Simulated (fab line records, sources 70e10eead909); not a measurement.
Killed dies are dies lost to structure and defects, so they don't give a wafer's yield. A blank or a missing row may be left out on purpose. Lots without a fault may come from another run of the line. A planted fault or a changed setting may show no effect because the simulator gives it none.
Which tool did it? | flow nand_harc | 11 lots, 33 wafers sampled, at 5 steps of a route of 1302

WHAT THE GAUGES READ, wafer by wafer
NHARC_END_SORT_01. Usual: killed_at_array 55, standard deviation 22; killed_at_other 1.1, standard deviation 1.4; killed_at_periphery 4, standard deviation 3.2; killed_dies 59, standard deviation 22; killed_open 3.3, standard deviation 1.8; killed_short 2.5, standard deviation 1.5.
lot  | measured     | on        | killed_at_array | killed_at_other | killed_at_periphery | killed_dies | killed_open | killed_short | flag
L573 | day 25 03:58 | prober-01 | 672 674 675     | 4 2 0           | 1 1 2               | 677 677 677 | 4 4 2       | 4 5 2        | OFF
L574 | day 26 00:52 | prober-02 | 674 673 674     | 1 1 2           | 2 3 1               | 677 677 677 | 2 5 4       | 1 3 2        | OFF
L580 | day 28 05:04 | prober-02 | 667 669 673     | 0 0 0           | 10 8 4              | 677 677 677 | 3 4 4       | 2 6 1        | OFF

WHICH TOOL RAN EACH LOT (tool, then ch and the chambers of the sampled wafers, then the start)
lot  | NHARC_A_CHANNEL_HOLE_D2_DEP_00                                  | NHARC_A_CHANNEL_HOLE_D2_DESCUM_15  | NHARC_A_CHANNEL_HOLE_D2_ETCH_16               | NHARC_A_CHANNEL_HOLE_D2_ETCH_20
L570 | acl_dep-01 ch 0, day 13 01:25                                   | rie_diel-11 ch 0,2, day 13 03:55   | rie_diel-11 ch 0,2, day 13 04:43              | har_etch-02 ch 0,1, day 13 05:50
L572 | acl_dep-01 ch 0, day 13 23:14                                   | rie_diel-11 ch 1,2, day 14 02:04   | rie_diel-11 ch 0,3, day 14 05:34 or earlier   | har_etch-01 ch 0,1, day 14 05:34
L573 | acl_dep-02 ch 0, day 13 23:40                                   | rie_diel-02 ch 0,3, day 14 04:59   | rie_diel-02 ch 0,3, day 14 06:37 or earlier   | har_etch-02 ch 1, day 14 06:37
L574 | acl_dep-03 ch 0, day 14 13:25                                   | rie_diel-11 ch 0,1,3, day 14 18:44 | rie_diel-11 ch 2,3, day 14 20:02 or earlier   | har_etch-01 ch 0, day 14 20:02
L571 | acl_dep-02 ch 0, day 15 22:32                                   | rie_diel-02 ch 0,2,3, day 16 01:44 | rie_diel-02 ch 1,2,3, day 16 03:04 or earlier | har_etch-02 ch 0,1, day 16 03:04
L580 | acl_dep-03 ch 0, day 16 19:22 and acl_dep-01 ch 0, day 16 21:36 | rie_diel-02 ch 1,2, day 17 00:23   | rie_diel-02 ch 0,2,3, day 17 01:41 or earlier | har_etch-01 ch 0,1, day 17 01:41
L585 | acl_dep-02 ch 0, day 19 08:29                                   | rie_diel-02 ch 0,3, day 19 11:22   | rie_diel-02 ch 1,2,3, day 19 14:45 or earlier | har_etch-01 ch 0,1, day 19 14:45
L589 | acl_dep-02 ch 0, day 20 19:08                                   | rie_diel-03 ch 2,3, day 20 21:20   | rie_diel-03 ch 0,1,3, day 20 22:44 or earlier | har_etch-01 ch 0,1, day 20 22:44
L590 | acl_dep-02 ch 0, day 21 16:22                                   | rie_diel-02 ch 1,2, day 21 19:03   | rie_diel-02 ch 0,3, day 21 20:20 or earlier   | har_etch-02 ch 0, day 21 20:20
L591 | acl_dep-03 ch 0, day 21 17:11                                   | rie_diel-02 ch 1,2,3, day 21 20:04 | rie_diel-02 ch 0,1,3, day 21 22:27 or earlier | har_etch-01 ch 0,1, day 21 22:27
L592 | acl_dep-02 ch 0, day 21 18:15                                   | rie_diel-11 ch 2,3, day 21 20:56   | rie_diel-11 ch 1,2,3, day 22 00:31 or earlier | har_etch-02 ch 0, day 22 00:31
- NHARC_A_CHANNEL_HOLE_D2_DEP_00: deposits aC, target thk 3100 nm.
- NHARC_A_CHANNEL_HOLE_D2_DESCUM_15: chemistry O2, time 3 s.
- NHARC_A_CHANNEL_HOLE_D2_ETCH_16: etches the open film in O2/COS, target depth 3100 nm, time 806 s.
- NHARC_A_CHANNEL_HOLE_D2_ETCH_20: etches the open film in C4F8/O2/Ar, time 361.9 s, target depth 1600 nm.

WHAT THE TOOLS THEMSELVES READ (means of the sampled wafers that have a number; where no wafer has one, the mark that the record gives instead)
NHARC_A_CHANNEL_HOLE_D2_DEP_00. Usual: throttle_valve_pct 34.998 %, standard deviation 0.0094.
lot  | tool                  | throttle_valve_pct (%) | flag
L570 | acl_dep-01            | 35.001                 |
L572 | acl_dep-01            | 34.999                 |
L573 | acl_dep-02            | 35.003                 |
L574 | acl_dep-03            | 34.995                 |
L571 | acl_dep-02            | 34.998                 |
L580 | acl_dep-03/acl_dep-01 | 34.995                 |
L585 | acl_dep-02            | 34.992                 |
L589 | acl_dep-02            | 35.000                 |
L590 | acl_dep-02            | 34.994                 |
L591 | acl_dep-03            | 34.990                 |
L592 | acl_dep-02            | 35.000                 |

NHARC_A_CHANNEL_HOLE_D2_DESCUM_15. Usual: drypump_motor_current_A 5.8 A, standard deviation 0.38; o2_flow_sccm 199.9 sccm, standard deviation 0.56; oes_product_au 1.003 a.u., standard deviation 0.0092; rf_vpp_V 57.9 V, standard deviation 0.82; showerhead_plenum_p_Torr 1.95 Torr, standard deviation 0.074; throttle_valve_pct 11.312 %, standard deviation 0.0094.
lot  | tool        | drypump_motor_current_A (A) | o2_flow_sccm (sccm) | oes_product_au (a.u.) | rf_vpp_V (V) | showerhead_plenum_p_Torr (Torr) | throttle_valve_pct (%) | flag
L570 | rie_diel-11 | 5.7                         | 199.7               | 1.009                 | 58.0         | 1.88                            | 11.310                 |
L572 | rie_diel-11 | 5.4                         | 199.6               | 1.001                 | 57.6         | 1.96                            | 11.314                 |
L573 | rie_diel-02 | 6.1                         | 199.7               | 1.013                 | 57.2         | 1.96                            | 11.319                 |
L574 | rie_diel-11 | 5.8                         | 199.8               | 0.989                 | 57.2         | 1.89                            | 11.302                 |
L571 | rie_diel-02 | 6.1                         | 200.0               | 1.002                 | 57.6         | 1.98                            | 11.317                 |
L580 | rie_diel-02 | 6.1                         | 200.1               | 1.014                 | 58.1         | 1.95                            | 11.316                 |
L585 | rie_diel-02 | 6.1                         | 199.6               | 1.013                 | 57.9         | 1.96                            | 11.307                 |
L589 | rie_diel-03 | 5.6                         | 199.7               | 0.995                 | 58.0         | 1.87                            | 11.315                 |
L590 | rie_diel-02 | 6.1                         | 200.1               | 1.004                 | 58.4         | 1.97                            | 11.310                 |
L591 | rie_diel-02 | 6.1                         | 199.6               | 1.003                 | 57.7         | 1.95                            | 11.308                 |
L592 | rie_diel-11 | 5.9                         | 200.3               | 0.999                 | 58.2         | 1.93                            | 11.312                 |

NHARC_A_CHANNEL_HOLE_D2_ETCH_16. Usual: drypump_motor_current_A 5.8 A, standard deviation 0.4; o2_flow_sccm 400.1 sccm, standard deviation 1.2; oes_product_au 1.002 a.u., standard deviation 0.0096; rf_vpp_V 315.0 V, standard deviation 1.9; showerhead_plenum_p_Torr 3.18 Torr, standard deviation 0.11; throttle_valve_pct 28.332 %, standard deviation 0.0089.
lot  | tool        | drypump_motor_current_A (A) | o2_flow_sccm (sccm) | oes_product_au (a.u.) | rf_vpp_V (V) | showerhead_plenum_p_Torr (Torr) | throttle_valve_pct (%) | flag
L570 | rie_diel-11 | 5.7                         | 400.9               | 1.004                 | 313.3        | 3.08                            | 28.331                 |
L572 | rie_diel-11 | 5.9                         | 399.4               | 0.995                 | 311.9        | 3.03                            | 28.341                 |
L573 | rie_diel-02 | 6.0                         | 399.3               | 1.005                 | 315.9        | 3.24                            | 28.328                 |
L574 | rie_diel-11 | 6.2                         | 401.7               | 1.001                 | 313.8        | 3.12                            | 28.332                 |
L571 | rie_diel-02 | 6.1                         | 400.0               | 1.002                 | 314.9        | 3.19                            | 28.324                 |
L580 | rie_diel-02 | 6.1                         | 400.7               | 1.001                 | 316.4        | 3.23                            | 28.333                 |
L585 | rie_diel-02 | 6.1                         | 400.3               | 1.010                 | 315.1        | 3.19                            | 28.329                 |
L589 | rie_diel-03 | 5.6                         | 400.2               | 1.005                 | 316.0        | 3.29                            | 28.331                 |
L590 | rie_diel-02 | 6.1                         | 400.7               | 1.005                 | 315.0        | 3.20                            | 28.323                 |
L591 | rie_diel-02 | 6.1                         | 400.0               | 1.010                 | 316.1        | 3.19                            | 28.335                 |
L592 | rie_diel-11 | 5.8                         | 400.5               | 0.989                 | 315.1        | 3.15                            | 28.329                 |

NHARC_A_CHANNEL_HOLE_D2_ETCH_20. Usual: drypump_motor_current_A 5.9 A, standard deviation 0.48; o2_flow_sccm 35.72 sccm, standard deviation 0.11; showerhead_plenum_p_Torr 3.60 Torr, standard deviation 0.052; throttle_valve_pct 32.155 %, standard deviation 0.0083.
lot  | tool        | drypump_motor_current_A (A) | o2_flow_sccm (sccm) | showerhead_plenum_p_Torr (Torr) | throttle_valve_pct (%) | flag
L570 | har_etch-02 | 5.5                         | 35.75               | 3.66                            | 32.164                 |
L572 | har_etch-01 | 5.9                         | 35.63               | 3.62                            | 32.149                 |
L573 | har_etch-02 | 5.1                         | 35.85               | 3.66                            | 32.156                 |
L574 | har_etch-01 | 6.2                         | 35.72               | 3.55                            | 32.150                 |
L571 | har_etch-02 | 5.5                         | 35.68               | 3.64                            | 32.163                 |
L580 | har_etch-01 | 6.1                         | 35.76               | 3.56                            | 32.149                 |
L585 | har_etch-01 | 6.1                         | 35.80               | 3.54                            | 32.145                 |
L589 | har_etch-01 | 6.0                         | 35.68               | 3.56                            | 32.157                 |
L590 | har_etch-02 | 6.4                         | 35.66               | 3.60                            | 32.153                 |
L591 | har_etch-01 | 6.1                         | 35.76               | 3.52                            | 32.157                 |
L592 | har_etch-02 | 6.5                         | 35.67               | 3.60                            | 32.157                 |

THE ANSWER, worked out from the rows above alone
Rule: a lot is off if the mean of its wafers that have a number lies more than 3 standard deviations from the usual mean. A lot without any number at a reading at which 4 lots or more have one is off too. The other lots that the step has rows for count as sound. The gauges are gone through in route order, then the tools' own readings, and for those a lot's mean is taken as printed above. The first step at which some lot is off is used, and at that step the reading that is off furthest; a lot without a number counts as furthest.
Off: L573, L574, L580, at NHARC_END_SORT_01 (killed_at_array). Neither off nor sound, because the step has no rows for them: L570, L572, L571, L585, L589, L590, L591, L592.
A tool fits if, at a process step before that reading, it ran every lot that is off, and no sound lot after the first of them. The gauges at NHARC_END_SORT_01 are tried like those tools. NHARC_A_CHANNEL_HOLE_D2_ETCH_16 gives no start for some lots, so the hours and the order of its lots are those of NHARC_A_CHANNEL_HOLE_D2_ETCH_20. None of those tried fits.

WHAT THE SIMULATOR HAD PUT IN
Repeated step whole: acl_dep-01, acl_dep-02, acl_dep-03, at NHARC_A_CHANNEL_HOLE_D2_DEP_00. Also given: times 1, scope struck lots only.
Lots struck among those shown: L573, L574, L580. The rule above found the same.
